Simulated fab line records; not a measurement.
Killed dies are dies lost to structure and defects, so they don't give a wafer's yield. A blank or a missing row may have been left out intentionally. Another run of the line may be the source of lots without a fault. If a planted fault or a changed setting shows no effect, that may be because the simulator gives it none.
Matching of chambers || flow n5 finfet || 4 sister chambers for N5_BEOL_M14_ETCH_67 on rie diel-05
The step etches SiARC in CF4, target depth 143 nm, time 238.3 s. 4 wafers are shown with their chamber, then 10 later ones without.

## EACH WAFER AND ITS CHAMBER
{"wafer": "L079.1", "chamber": 1, "showerhead plenum p Torr (Torr)": 2.08}
{"wafer": "L080.1", "chamber": 2, "showerhead plenum p Torr (Torr)": 2.20}
{"wafer": "L087.3", "chamber": 0, "showerhead plenum p Torr (Torr)": 2.07}
{"wafer": "L087.4", "chamber": 3, "showerhead plenum p Torr (Torr)": 2.26}

## WAFERS WHOSE CHAMBER IS MISSING
{"wafer": "L087.5", "showerhead plenum p Torr (Torr)": 2.19}
{"wafer": "L086.1", "showerhead plenum p Torr (Torr)": 2.26}
{"wafer": "L086.3", "showerhead plenum p Torr (Torr)": 2.07}
{"wafer": "L086.4", "showerhead plenum p Torr (Torr)": 2.07}
{"wafer": "L089.2", "showerhead plenum p Torr (Torr)": 2.19}
{"wafer": "L089.4", "showerhead plenum p Torr (Torr)": 2.19}
{"wafer": "L089.5", "showerhead plenum p Torr (Torr)": 2.07}
{"wafer": "L096.1", "showerhead plenum p Torr (Torr)": 2.26}
{"wafer": "L096.4", "showerhead plenum p Torr (Torr)": 2.18}
{"wafer": "L096.5", "showerhead plenum p Torr (Torr)": 2.26}

## WHICH CHAMBER EACH WENT THROUGH
{"wafer": "L087.5", "from the rows above": 2, "in truth": 2}
{"wafer": "L086.1", "from the rows above": 3, "in truth": 3}
{"wafer": "L086.3", "from the rows above": "can't be placed: 0 or 1", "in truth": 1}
{"wafer": "L086.4", "from the rows above": "can't be placed: 0 or 1", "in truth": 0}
{"wafer": "L089.2", "from the rows above": 2, "in truth": 2}
{"wafer": "L089.4", "from the rows above": 2, "in truth": 2}
{"wafer": "L089.5", "from the rows above": "can't be placed: 0 or 1", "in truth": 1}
{"wafer": "L096.1", "from the rows above": 3, "in truth": 3}
{"wafer": "L096.4", "from the rows above": 2, "in truth": 2}
{"wafer": "L096.5", "from the rows above": 3, "in truth": 3}
Correctly placed: 7 of 10. From these rows, 3 cannot be placed; in 3 the true chamber is one of the candidates. Placed wrongly: 0.
How it was worked out, from the rows above alone: a wafer's distance from a chamber is the root of the sum, over the readings, of the square of ((its reading less the chamber's mean) divided by the reading's scatter). The wafer belongs to the nearest chamber; if the next one is less than 2 further off, it can't be placed. A chamber's mean is the mean of its shown wafers. The scatter: with one shown wafer a chamber, the root of the mean of the squares of how far each hidden wafer lies from its nearest shown one.
